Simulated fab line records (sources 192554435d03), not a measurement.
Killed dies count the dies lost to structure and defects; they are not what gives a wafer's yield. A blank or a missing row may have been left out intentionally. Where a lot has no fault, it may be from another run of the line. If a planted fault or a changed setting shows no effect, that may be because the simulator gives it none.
Matching of chambers | flow n5_finfet | N5_BEOL_M6_STRIP_19 on rie_diel-03: 4 sister chambers
The step strips in O2. 16 wafers are shown with their chamber, then 8 later ones without.

EACH WAFER AND ITS CHAMBER
wafer  | chamber | showerhead_plenum_p_Torr (Torr) | throttle_valve_pct (%) | drypump_motor_current_A (A)
L077.1 | 1       | 2.05                            | 16.24                  | 6.4
L077.5 | 3       | 2.00                            | 16.86                  | 5.9
L077.6 | 0       | 2.05                            | 16.45                  | 5.1
L081.1 | 0       | 2.04                            | 16.49                  | 5.1
L081.4 | 3       | 2.00                            | 16.90                  | 5.9
L081.6 | 3       | 2.00                            | 16.88                  | 5.9
L088.1 | 0       | 2.04                            | 16.51                  | 5.1
L088.2 | 2       | 2.18                            | 17.13                  | 5.5
L088.6 | 1       | 2.04                            | 16.27                  | 6.3
L090.1 | 2       | 2.18                            | 17.13                  | 5.5
L090.2 | 0       | 2.04                            | 16.51                  | 5.1
L090.3 | 3       | 1.99                            | 16.94                  | 6.0
L092.1 | 0       | 2.04                            | 16.52                  | 5.1
L092.2 | 1       | 2.04                            | 16.31                  | 6.3
L092.3 | 2       | 2.18                            | 17.14                  | 5.4
L091.1 | 0       | 2.03                            | 16.54                  | 5.1

SIGNATURES (means of the wafers above)
reading                  | chamber 0 | chamber 1 | chamber 2 | chamber 3 | scatter within a chamber
showerhead_plenum_p_Torr | 2.0400    | 2.0433    | 2.1800    | 1.9975    | 0.00534
throttle_valve_pct       | 16.5033   | 16.2733   | 17.1333   | 16.8950   | 0.03
drypump_motor_current_A  | 5.100     | 6.333     | 5.467     | 5.925     | 0.0417
Rule: distance of a wafer from a chamber = root of the sum over the readings of ((wafer's reading minus chamber's mean) / reading's scatter) squared. If the next closest chamber is less than 2 further off than the closest, the wafer can't be placed; otherwise it belongs to the closest. The scatter is the square root of a quotient: the sum, over the shown wafers, of each reading's squared deviation from its chamber's mean, divided by wafers minus chambers.

WAFERS WITH NO CHAMBER GIVEN
wafer  | showerhead_plenum_p_Torr (Torr) | throttle_valve_pct (%) | drypump_motor_current_A (A)
L091.4 | 1.99                            | 16.94                  | 5.9
L091.6 | 1.99                            | 16.95                  | 5.9
L094.1 | 1.99                            | 16.94                  | 6.0
L094.4 | 2.18                            | 17.16                  | 5.5
L094.6 | 2.03                            | 16.36                  | 6.4
L095.2 | 1.99                            | 16.95                  | 5.9
L095.3 | 2.03                            | 16.33                  | 6.4
L095.6 | 2.03                            | 16.33                  | 6.4

WHICH CHAMBER EACH ONE RAN IN
wafer  | from the rows above | in truth
L091.4 | 3                   | 3
L091.6 | 3                   | 3
L094.1 | 3                   | 3
L094.4 | 2                   | 2
L094.6 | 1                   | 1
L095.2 | 3                   | 3
L095.3 | 1                   | 1
L095.6 | 1                   | 1
Placed correctly: 8 of 8. Not placeable from these rows: 0. Number placed wrongly: 0.
